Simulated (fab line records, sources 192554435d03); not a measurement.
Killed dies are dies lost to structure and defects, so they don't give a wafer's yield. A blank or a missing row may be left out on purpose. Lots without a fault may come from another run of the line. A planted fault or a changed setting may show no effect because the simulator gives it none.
fab line records | flow n5_finfet
record lots=7 wafers=21
route steps=1938 shown BEOL_M8@1348 BEOL_M9@1405
start_h: hours from the record's first day to the start of the lot's first wafer shown | wait_h: hours since the lot's step before | " the same as in the row above | L1.1+2: a row that stands for several wafers | - no value, or no start given | * or withheld: withheld | < > ~ a bound
route shown NAME@n: a module of which the file shows steps, and the number in the route of the first | usual: mean/standard deviation of fault-free wafers | same: alike in all rows | chamber/n: place in a boat | sites: the reading at each site | _std_site: their standard deviation | _edge_site: outer sites' mean less inner sites' | radius_mm: how far each site lies from the wafer's centre | mask NAME#n: copy n | behind: the tool/chamber that last shaped the wafer | hold: why the lot was held/for how many hours/how that ended | device: the transistor (n, p or np) that didn't switch | end of line: the same wafers' tests at the end of the route | a step without rows: its recipe alone | killed: dies lost to structure and defects at the first sort, not the wafer's yield | map: a wafer's dies, x killed, . not, _ none there
set.NAME: the setting as run; set.NAME@STEP: as run at that earlier step | model.NAME: the simulator's own value behind a step, which no gauge read
lots whose settings were changed on purpose; a table a step, a row a wafer
## steps
# step N5_BEOL_M8_DESCUM_16
# recipe chemistry=O2 time_s=7.9 source_power_w=50 bias_power_w=20 pressure_mtorr=20 rf_frequency_hz=2.712e+07 temp_c=40 resist=CAR-ArF o2_flow_sccm=225
# columns lot.wafer tool chamber start_h wait_h set.time_s
L076.2+4 rie_diel-04 0,2 222.51 0.0 7.265
L076.3 " 3 " " 7.9
L081.2+4+5 rie_diel-04 3,1,0 231.14 0.1 7.9
L080.1+4+6 rie_diel-06 3,1,3 232.30 0.0 7.9
L082.1+2 rie_diel-04 0,2 241.47 0.0 7.9
L082.6 " 3 " " 6.777
L088.2+5 rie_diel-05 2,3 300.89 0.1 7.9
L088.6 " 2 " " 9.256
L095.2+3+4 rie_diel-04 2,1,0 344.20 0.4 7.9
L097.2+4+5 rie_diel-05 3,0,2 344.29 0.0 7.9
# step N5_BEOL_M8_ETCH_61
# recipe chemistry=CF4 target=SiARC target_depth_a=455 mask_material=CAR-ArF time_s=75.8 ion_energy_ev=80 pressure_mtorr=40 source_w=545 bias_w=36 Ar_flow_sccm=100 cf4_flow_sccm=100 ends=cleared
# columns lot.wafer tool chamber start_h wait_h set.dose_mj@BEOL_M8_EXPOSE_08 model.BEOL_M8.cd_offset_nm
L076.2 rie_diel-04 0 222.54 0.0 68.25 -0.2
L076.3 " 3 " " 72.59 3
L076.4 " 2 " " 68.25 -0.8
L081.2 rie_diel-04 3 231.17 0.0 68.25 -0.2
L081.4 " 1 " " 66.39 -1.4
L081.5 " 0 " " 68.25 -0.6
L080.1 rie_diel-06 3 232.34 0.0 70.25 1
L080.4 " 1 " " 70.25 0.8
L080.6 " 3 " " 70.25 1.4
L082.1 rie_diel-04 0 241.51 0.0 68.25 0.4
L082.2 " 2 " " 68.25 0.2
L082.6 " 3 " " 63.2 -4
L088.2 rie_diel-05 2 300.92 0.0 68.25 -0.6
L088.5 " 3 " " 68.25 -0.8
L088.6 " 2 " " 68.25 0
L095.2 rie_diel-04 2 344.24 0.0 68.25 -0.4
L095.3 " 1 " " 68.25 -0.2
L095.4 " 0 " " 68.25 0.2
L097.2 rie_diel-05 3 344.32 0.0 68.25 0.4
L097.4+5 " 0,2 " " 73.35 3.2
# step N5_BEOL_M8_ETCH_62
# recipe chemistry=N2/H2 target=SOC target_depth_a=1100 overetch_a=220 mask_material=SiARC temp_c=40 time_s=165 ion_energy_ev=200 pressure_mtorr=30 source_w=840 bias_w=150 n2_flow_sccm=200 h2_flow_sccm=200
# columns lot.wafer tool chamber start_h wait_h set.dose_mj@BEOL_M8_EXPOSE_08 model.BEOL_M8.cd_offset_nm
L076.2 rie_diel-04 0 222.60 0.0 68.25 0
L076.3 " 3 " " 72.59 3.2
L076.4 " 2 " " 68.25 -1
L081.2 rie_diel-04 3 231.23 0.0 68.25 0
L081.4 " 1 " " 66.39 -1.6
L081.5 " 0 " " 68.25 -0.4
L080.1 rie_diel-06 3 232.39 0.0 70.25 1.2
L080.4 " 1 " " 70.25 0.6
L080.6 " 3 " " 70.25 1.6
L082.1 rie_diel-04 0 241.56 0.0 68.25 0.6
L082.2 " 2 " " 68.25 0
L082.6 " 3 " " 63.2 -4
L088.2 rie_diel-05 2 300.98 0.0 68.25 -0.6
L088.5 " 3 " " 68.25 -1
L088.6 " 2 " " 68.25 -0.2
L095.2 rie_diel-04 2 344.29 0.0 68.25 -0.6
L095.3 " 1 " " 68.25 0.2
L095.4 " 0 " " 68.25 0.4
L097.2 rie_diel-05 3 344.38 0.0 68.25 0.2
L097.4 " 0 " " 73.35 2.8
L097.5 " 2 " " 73.35 3.2
# step N5_BEOL_M8_STRIP_68
# recipe chemistry=N2/H2 temp_c=40 n2_flow_sccm=200 h2_flow_sccm=200 rf_frequency_hz=6e+07
# step N5_BEOL_M8_STRIP_67
# recipe chemistry=CF4 resist=SiARC power_w=300 bias_power_w=75 pressure_mtorr=50 cf4_flow_sccm=150 rf_frequency_hz=6e+07
# step N5_BEOL_M8_HM_OPEN_17
# recipe chemistry=Cl2/BCl3 target_depth_a=200 overetch_a=60 target=TiN mask_material=SOC ion_energy_ev=150 pressure_mtorr=10 icp_w=1000 bias_w=126 Cl2_flow_sccm=53.25 bcl3_flow_sccm=21.75 Ar_flow_sccm=25
# columns lot.wafer tool chamber start_h wait_h set.dose_mj@BEOL_M8_EXPOSE_08 model.BEOL_M8.cd_offset_nm
L076.2 rie_metal-01 0 222.79 0.0 68.25 0
L076.3 " 1 " " 72.59 3.2
L076.4 " 0 " " 68.25 -1
L081.2 rie_metal-02 0 231.42 0.0 68.25 0
L081.4 " 1 " " 66.39 -1.6
L081.5 " 0 " " 68.25 -0.2
L080.1 rie_metal-01 1 232.58 0.0 70.25 1.2
L080.4 " 1 " " 70.25 0.4
L080.6 " 0 " " 70.25 1.6
L082.1 rie_metal-01 0 241.75 0.0 68.25 0.6
L082.2 " 1 " " 68.25 0
L082.6 " 0 " " 63.2 -3.8
L088.2 rie_metal-02 1 301.17 0.0 68.25 -0.6
L088.5 " 0 " " 68.25 -0.8
L088.6 " 1 " " 68.25 0
L095.2 rie_metal-03 0 344.48 0.0 68.25 -0.4
L095.3+4 " 0,1 " " 68.25 0.4
L097.2 rie_metal-01 0 344.56 0.0 68.25 0.2
L097.4+5 " 0,1 " " 73.35 3
# step N5_BEOL_M8_STRIP_19
# recipe chemistry=O2 power_w=400 temp_c=40 pressure_mtorr=30 rf_frequency_hz=6e+07 bias_power_w=0 overash_fraction=0.2 o2_flow_sccm=225
# step N5_BEOL_M8_CD_MEAS_18
# recipe pitch_nm=80 target_cd_nm=40
# usual cd_nm=39.8/0.55
# columns lot.wafer tool chamber start_h wait_h set.dose_mj@BEOL_M8_EXPOSE_08 cd_nm
L076.2 cd_sem-02 - 223.00 0.1 68.25 40.2
L076.3 " - " " 72.59 43.5
L076.4 " - " " 68.25 39.3
L081.2 cd_sem-02 - 231.60 0.1 68.25 40.1
L081.4 " - " " 66.39 38.3
L081.5 " - " " 68.25 39.7
L080.1 cd_sem-02 - 232.76 0.0 70.25 41.5
L080.4 " - " " 70.25 40.6
L080.6 " - " " 70.25 41.5
L082.1 cd_sem-02 - 241.97 0.0 68.25 40.6
L082.2 " - " " 68.25 40.0
L082.6 " - " " 63.2 36.3
L088.2 cd_sem-01 - 301.35 0.1 68.25 39.1
L088.5 " - " " 68.25 39.3
L088.6 " - " " 68.25 39.7
L095.2 cd_sem-01 - 344.68 0.1 68.25 39.6
L095.3 " - " " 68.25 40.4
L095.4 " - " " 68.25 40.2
L097.2 cd_sem-02 - 344.78 0.1 68.25 40.3
L097.4 " - " " 73.35 42.8
L097.5 " - " " 73.35 43.3
# step N5_BEOL_M8_COAT_63
# recipe resist=SOC temp_c=250 time_s=60 spin_rpm=1500 resist_thk_nm=60
# step N5_BEOL_M8_COAT_64
# recipe resist=SiARC temp_c=220 time_s=60 spin_rpm=1500 resist_thk_nm=12
# step N5_BEOL_M8_PRECLEAN_42
# recipe chemistry=residue_remover time_s=60 temp_c=40
# step N5_BEOL_M8_SRD_43
# recipe time_s=30 temp_c=23 rinse_liquid=diw dry=ipa_marangoni
# step N5_BEOL_M8_CD_MEAS_35
# recipe target_cd_nm=40 polarity=opening
# usual cd_nm=39.7/0.56
# columns lot.wafer tool chamber start_h wait_h set.dose_mj@BEOL_M8_EXPOSE_08 cd_nm
L076.2 cd_sem-02 - 224.42 0.0 68.25 40.3
L076.3 " - " " 72.59 43.1
L076.4 " - " " 68.25 39.5
L081.2 cd_sem-02 - 233.59 0.0 68.25 39.8
L081.4 " - " " 66.39 38.5
L081.5 " - " " 68.25 39.8
L080.1 cd_sem-02 - 234.35 0.0 70.25 40.6
L080.4 " - " " 70.25 40.4
L080.6 " - " " 70.25 41.5
L082.1 cd_sem-02 - 243.72 0.0 68.25 40.5
L082.2 " - " " 68.25 39.9
L082.6 " - " " 63.2 36.3
L088.2 cd_sem-02 - 303.14 0.0 68.25 39.1
L088.5 " - " " 68.25 39.3
L088.6 " - " " 68.25 39.4
L095.2 cd_sem-02 - 345.73 0.0 68.25 39.3
L095.3 " - " " 68.25 40.3
L095.4 " - " " 68.25 40.1
L097.2 cd_sem-02 - 348.92 0.0 68.25 40.3
L097.4 " - " " 73.35 42.8
L097.5 " - " " 73.35 43.1
# step N5_BEOL_M9_HM_DEP_02
# recipe material=TiN target_thk_a=200 temp_c=25 chamber_pressure_pa=0.49996
# columns lot.wafer tool chamber start_h wait_h set.target_thk_a model.TiN_of_BEOL_M9_HM_DEP_02.thk_nm
L076.2 pvd_sputter-02 - 230.15 0.9 180.8 18.2
L076.3 " - " " 200 20
L076.4 " - " " 200 19.8
L081.2+4+5 pvd_sputter-03 - 238.35 0.8 200 19.8
L080.1 pvd_sputter-02 - 240.32 1.3 183.2 18
L080.4 " - " " 200 20
L080.6 " - " " 200 19.8
L082.1 pvd_sputter-02 - 250.74 2.1 200 19.8
L082.2 " - " " 217.9 21.6
L082.6 " - " " 200 20.2
L088.2 pvd_sputter-01 - 306.92 0.3 200 20.2
L088.5 " - " " 200 20.4
L088.6 " - " " 200 20
L095.2+4 pvd_sputter-01 - 352.39 1.7 200 20
L095.3 " - " " 200 19.6
L097.2 pvd_sputter-01 - 352.79 1.0 213.7 21.2
L097.4 " - " " 213.7 21.6
L097.5 " - " " 200 20
# step N5_BEOL_M9_COAT_59
# recipe resist=SOC temp_c=250 time_s=60 spin_rpm=1500 resist_thk_nm=100
# columns lot.wafer tool chamber start_h wait_h set.temp_c
L076.2+3+4 litho_track-03 0 230.28 0.1 240.9
L081.2+4 litho_track-04 0 238.48 0.1 250
L081.5 " 0 " " 258.4
L080.1+4+6 litho_track-03 0 240.45 0.1 250
L082.1+6 litho_track-04 0 250.87 0.1 241.7
L082.2 " 0 " " 250
L088.2+6 litho_track-04 0 307.05 0.1 250
L088.5 " 0 " " 258.4
L095.2+3+4 litho_track-03 0 352.52 0.1 250
L097.2+4 litho_track-03 0 352.92 0.1 243.8
L097.5 " 0 " " 250
# step N5_BEOL_M9_COAT_60
# recipe resist=SiARC temp_c=220 time_s=60 spin_rpm=1500 resist_thk_nm=30
# step N5_BEOL_M9_COAT_05
# recipe resist=CAR-ArF spin_rpm=1500 resist_thk_nm=90
# step N5_BEOL_M9_STRIP_68
# recipe chemistry=N2/H2 temp_c=40 n2_flow_sccm=200 h2_flow_sccm=200 rf_frequency_hz=6e+07
# step N5_BEOL_M9_STRIP_67
# recipe chemistry=CF4 resist=SiARC power_w=300 bias_power_w=75 pressure_mtorr=50 cf4_flow_sccm=150 rf_frequency_hz=6e+07
# step N5_BEOL_M9_HM_OPEN_17
# recipe chemistry=Cl2/BCl3 target_depth_a=200 overetch_a=60 target=TiN mask_material=SOC ion_energy_ev=150 pressure_mtorr=10 icp_w=1000 bias_w=126 Cl2_flow_sccm=53.25 bcl3_flow_sccm=21.75 Ar_flow_sccm=25
# columns lot.wafer tool chamber start_h wait_h set.target_thk_a@BEOL_M9_HM_DEP_02 model.etch.depth_nm
L076.2 rie_metal-02 1 230.89 0.0 180.8 18.13
L076.3 " 0 " " 200 19.94
L076.4 " 1 " " 200 19.84
L081.2 rie_metal-02 1 239.21 0.0 200 19.79
L081.4 " 0 " " 200 19.76
L081.5 " 0 " " 200 19.74
L080.1 rie_metal-02 0 241.23 0.0 183.2 18.05
L080.4 " 1 " " 200 19.94
L080.6 " 0 " " 200 19.75
L082.1 rie_metal-01 0 251.61 0.0 200 19.8
L082.2 " 1 " " 217.9 21.66
L082.6 " 0 " " 200 20.14
L088.2 rie_metal-01 1 307.69 0.0 200 20.22
L088.5 " 1 " " 200 20.31
L088.6 " 0 " " 200 20.09
L095.2 rie_metal-03 1 355.16 0.0 200 19.99
L095.3 " 1 " " 200 19.58
L095.4 " 0 " " 200 19.94
L097.2 rie_metal-03 0 355.41 0.0 213.7 21.18
L097.4 " 0 " " 213.7 21.52
L097.5 " 0 " " 200 20.04
# step N5_BEOL_M9_TRENCH_ETCH_37
# recipe chemistry=C4F6/O2 target_depth_a=1514.3 target=SiCOH_lowk time_s=49 ion_energy_ev=250 pressure_mtorr=30 source_w=345 bias_w=185 Ar_flow_sccm=300 C4F6_flow_sccm=10 O2_flow_sccm=10
# usual rf_vpp_V=663/13
# columns lot.wafer tool chamber start_h wait_h set.source_w rf_vpp_V model.etch.depth_nm model.BEOL_M9.feature_depth_nm
L076.2 rie_diel-01 3 - - 345 655 155.5 155.4
L076.3 " 1 " " 345 670 149.9 149.8
L076.4 " 2 " " 305 699 148.9 149
L081.2 rie_diel-03 2 - - 345 685 150.1 150
L081.4 " 3 " " 404.1 629 161.6 161.6
L081.5 " 1 " " 345 644 150.6 150.6
L080.1 rie_diel-01 2 - - 345 655 155.8 155.8
L080.4 " 1 " " 286.9 737 138.2 138.2
L080.6 " 0 " " 286.9 729 137.5 137.4
L082.1 rie_diel-03 3 - - 300 733 142.3 142.4
L082.2 " 2 " " 345 684 149.6 149.6
L082.6 " 3 " " 300 733 141.2 141.2
L088.2 rie_diel-02 1 - - 345 666 148.8 148.8
L088.5 " 2 " " 345 661 152.8 152.8
L088.6 " 1 " " 345 666 146.2 146.2
L095.2 rie_diel-02 3 - - 345 665 150.2 150.2
L095.3 " 2 " " 345 660 152.6 152.6
L095.4 " 0 " " 345 662 148 148
L097.2 rie_diel-01 3 - - 361.9 638 156.6 156.6
L097.4 " 0 " " 345 660 148.7 148.8
L097.5 " 0 " " 345 662 147 147
# step N5_BEOL_M9_ETCH_41
# recipe chemistry=CH3F/O2 target=SiCN target_depth_a=366 taper_deg=2 time_s=70.1 ion_energy_ev=120 mask_material=TiN pressure_mtorr=30 source_w=395 bias_w=75 Ar_flow_sccm=150 CH3F_flow_sccm=30 O2_flow_sccm=20
# step N5_BEOL_M9_STRIP_80
# recipe chemistry=N2/H2 time_s=10 power_w=450 temp_c=40 pressure_mtorr=20 rf_frequency_hz=6e+07 bias_power_w=7 n2_flow_sccm=200 h2_flow_sccm=200
# step N5_BEOL_M9_OCD_MEAS_38
# usual trench_depth_nm=150.1/2.5
# columns lot.wafer tool chamber start_h wait_h set.source_w@BEOL_M9_TRENCH_ETCH_37 trench_depth_nm
L076.2 ocd-02 - 233.43 - 345 155.2
L076.3 " - " " 345 149.5
L076.4 " - " " 305 148.9
L081.2 ocd-01 - 240.75 - 345 150.0
L081.4 " - " " 404.1 161.9
L081.5 " - " " 345 151.0
L080.1 ocd-02 - 243.39 - 345 156.1
L080.4 " - " " 286.9 138.4
L080.6 " - " " 286.9 137.4
L082.1 ocd-02 - 256.50 - 300 142.5
L082.2 " - " " 345 149.3
L082.6 " - " " 300 141.2
L088.2 ocd-01 - 309.08 - 345 148.8
L088.5 " - " " 345 152.6
L088.6 " - " " 345 146.0
L095.2 ocd-01 - 358.06 - 345 150.2
L095.3 " - " " 345 152.5
L095.4 " - " " 345 147.7
L097.2 ocd-01 - 358.21 - 361.9 155.9
L097.4 " - " " 345 148.5
L097.5 " - " " 345 146.5
# step N5_BEOL_M9_ALD_74
# recipe material=TaN target_thk_a=20 temp_c=275 ald_precursor_family=PDMAT ald_co_reactant=NH3 pressure_torr=3 carrier_flow_sccm=1500 pulse_time_s=2 purge_time_s=3 co_reactant_purge_time_s=2 co_reactant_pulse_time_s=3 ald_cycles=40 precursor_vessel_temp_c=75 precursor_vessel_pressure_torr=26.25 precursor_vessel_carrier_sccm=1000
# columns lot.wafer tool chamber start_h wait_h set.ald_cycles model.TaN_of_BEOL_M9_ALD_74.thk_nm
L076.2 ald_metal-04 2 234.09 0.1 40 2
L076.3 " 0 " " 34 1.6
L076.4 " 1 " " 34 1.8
L081.2+4+5 ald_metal-02 0,3,0 241.73 0.3 37 1.8
L080.1 ald_metal-04 2 244.08 0.0 37 1.8
L080.4+6 " 1,0 " " 40 2
L082.1 ald_metal-02 3 257.53 0.1 40 2
L082.2+6 " 2,3 " " 43 2.2
L088.2+5 ald_metal-04 0 309.70 0.0 40 2
L088.6 " 1 " " 33 1.6
L097.2 ald_metal-03 2 359.27 0.0 40 2
L097.4+5 " 3,1 " " 44 2.2
L095.2+3+4 ald_metal-04 1,3,2 359.99 0.2 40 2
# step N5_BEOL_M9_SURFACE_TREAT_79
# recipe gas=Ar time_s=* ion_energy_ev=* ion_current_ma_cm2=0.5 pressure_mtorr=* ar_flow_sccm=30
# step N5_BEOL_M9_CVD_78
# recipe material=Co target_thk_a=20 temp_c=withheld precursor=CCTBA/H2 pressure_torr=30 time_s=138.9
# step N5_BEOL_M9_ECD_50
# recipe material=Cu target_thk_a=3180
# step N5_BEOL_M9_ANNEAL_51
# recipe temp_c=225 time_s=90 ambient=N2
# step N5_BEOL_M9_CMP_52
# recipe stop_on=SiCOH_lowk t_overpolish_s=7 down_force_psi=1 platen_rpm=50 clearing_platen_down_force_psi=1.5 clearing_platen_rpm=50 post_cmp_clean=cu_alkaline target_thk_nm=140 clearing_platen_pad_velocity_m_s=0.99484 pad_velocity_m_s=0.99484
# columns lot.wafer tool chamber start_h wait_h set.source_w@BEOL_M9_TRENCH_ETCH_37 model.Cu_of_BEOL_M9_ECD_50.thk_nm
L076.2 cmp-01 3 236.09 0.2 345 143.2
L076.3 " 0 " " 345 139
L076.4 " 1 " " 305 138.2
L081.4 cmp-03 0 244.45 0.1 404.1 149.2
L081.2+5 " 2,0 " " 345 138.4
L080.1 cmp-01 3 245.91 0.3 345 145.4
L080.4 " 2 " " 286.9 129.6
L080.6 " 0 " " 286.9 127.4
L082.2 cmp-02 3 259.02 0.3 345 136.8
L082.1 " 1 " " 300 130.6
L082.6 " 2 " " 300 128.6
L088.2 cmp-03 1 311.54 0.2 345 137.4
L088.5 " 1 " " 345 141
L088.6 " 2 " " 345 135
L097.2 cmp-01 1 360.85 0.2 361.9 144.6
L097.4 " 2 " " 345 138
L097.5 " 0 " " 345 135
L095.4 cmp-02 2 361.10 0.1 345 136.8
L095.3 " 0 " " 345 141
L095.2 " 1 " " 345 139.6
# step N5_BEOL_M9_THK_MEAS_53
# recipe thk_meas_gauge=xrf reads=Cu_of_BEOL_M9_ECD_50
# usual M9_THK=140.9/2.9
# columns lot.wafer tool chamber start_h wait_h set.source_w@BEOL_M9_TRENCH_ETCH_37 M9_THK[nm]
L076.2 film_metro-02 - 236.35 - 345 145.1
L076.3 " - " " 345 140.8
L076.4 " - " " 305 140.1
L081.2 film_metro-02 - 244.75 - 345 141.1
L081.4 " - " " 404.1 152.1
L081.5 " - " " 345 140.8
L080.1 film_metro-02 - 246.20 - 345 147.6
L080.4 " - " " 286.9 131.2
L080.6 " - " " 286.9 129.6
L082.1 film_metro-02 - 259.28 - 300 133.3
L082.2 " - " " 345 140.3
L082.6 " - " " 300 131.1
L088.2 film_metro-02 - 311.84 - 345 139.3
L088.5 " - " " 345 142.7
L088.6 " - " " 345 136.7
L097.2 film_metro-02 - 361.12 - 361.9 147.3
L097.4 " - " " 345 140.7
L097.5 " - " " 345 138.0
L095.2 film_metro-02 - 361.40 - 345 141.3
L095.3 " - " " 345 143.0
L095.4 " - " " 345 138.5
# step N5_BEOL_M9_PRE_CLEAN_55
# recipe gas=NH3 time_s=15 temp_c=withheld rf_power_w=300
# step N5_BEOL_M9_DEP_56
# recipe material=SiCN target_thk_a=150 temp_c=withheld precursor=3MS/NH3 pressure_torr=3 rf_w=202 time_s=26.5
# step N5_BEOL_M9_RS_MEAS_57
# recipe thk_meas_gauge=four-point-probe reads=Cu_of_BEOL_M9_ECD_50+Co_of_BEOL_M9_CVD_78+TaN_of_BEOL_M9_ALD_74
# usual M9_RS=0.153/0.0032
# columns lot.wafer tool chamber start_h wait_h set.source_w@BEOL_M9_TRENCH_ETCH_37 M9_RS[ohm/sq]
L076.2 film_metro-02 - 236.74 0.3 345 0.147
L076.3 " - " " 345 0.152
L076.4 " - " " 305 0.153
L081.2 film_metro-01 - 244.88 0.1 345 0.153
L081.4 " - " " 404.1 0.141
L081.5 " - " " 345 0.153
L080.1 film_metro-02 - 246.34 0.1 345 0.145
L080.4 " - " " 286.9 0.164
L080.6 " - " " 286.9 0.167
L082.1 film_metro-01 - 259.41 0.1 300 0.163
L082.2 " - " " 345 0.155
L082.6 " - " " 300 0.166
L088.2 film_metro-02 - 311.98 0.1 345 0.154
L088.5 " - " " 345 0.150
L088.6 " - " " 345 0.157
L097.2 film_metro-01 - 361.25 0.1 361.9 0.146
L097.4 " - " " 345 0.153
L097.5 " - " " 345 0.157
L095.2 film_metro-02 - 361.53 0.1 345 0.152
L095.3 " - " " 345 0.150
L095.4 " - " " 345 0.155
## key
split step=N5_BEOL_M8_DESCUM_16 setting=time_s stated=7.9 by=wafer
response none clear
split step=N5_BEOL_M9_HM_DEP_02 setting=target_thk_a stated=200 by=wafer
response step=N5_BEOL_M9_HM_DEP_02 reading=model.TiN_of_BEOL_M9_HM_DEP_02.thk_nm change=+0.194 per=1% r=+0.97
response step=N5_BEOL_M9_HM_OPEN_17 reading=model.etch.depth_nm change=+0.193 per=1% r=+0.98
split step=N5_BEOL_M9_COAT_59 setting=temp_c stated=250 by=wafer
response none clear
split step=N5_BEOL_M9_TRENCH_ETCH_37 setting=source_w stated=345 by=wafer
response step=N5_BEOL_M9_TRENCH_ETCH_37 reading=rf_vpp_V change=-3.4 per=1% r=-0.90
response step=N5_BEOL_M9_TRENCH_ETCH_37 reading=model.etch.depth_nm change=+0.754 per=1% r=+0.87
response step=N5_BEOL_M9_TRENCH_ETCH_37 reading=model.BEOL_M9.feature_depth_nm change=+0.754 per=1% r=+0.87
response step=N5_BEOL_M9_OCD_MEAS_38 reading=trench_depth_nm change=+0.751 per=1% r=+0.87
response step=N5_BEOL_M9_CMP_52 reading=model.Cu_of_BEOL_M9_ECD_50.thk_nm change=+0.703 per=1% r=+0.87
response step=N5_BEOL_M9_THK_MEAS_53 reading=M9_THK change=+0.728 per=1% r=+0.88
response step=N5_BEOL_M9_RS_MEAS_57 reading=M9_RS change=-0.000862 per=1% r=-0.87
split step=N5_BEOL_M9_ALD_74 setting=ald_cycles stated=40 by=wafer
response step=N5_BEOL_M9_ALD_74 reading=model.TaN_of_BEOL_M9_ALD_74.thk_nm change=+0.0222 per=1% r=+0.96
split outside_this_file step=N5_BEOL_M8_EXPOSE_08 setting=dose_mj
# split outside_this_file: this setting was split too, and the file shows its column; the key of that split is in another file
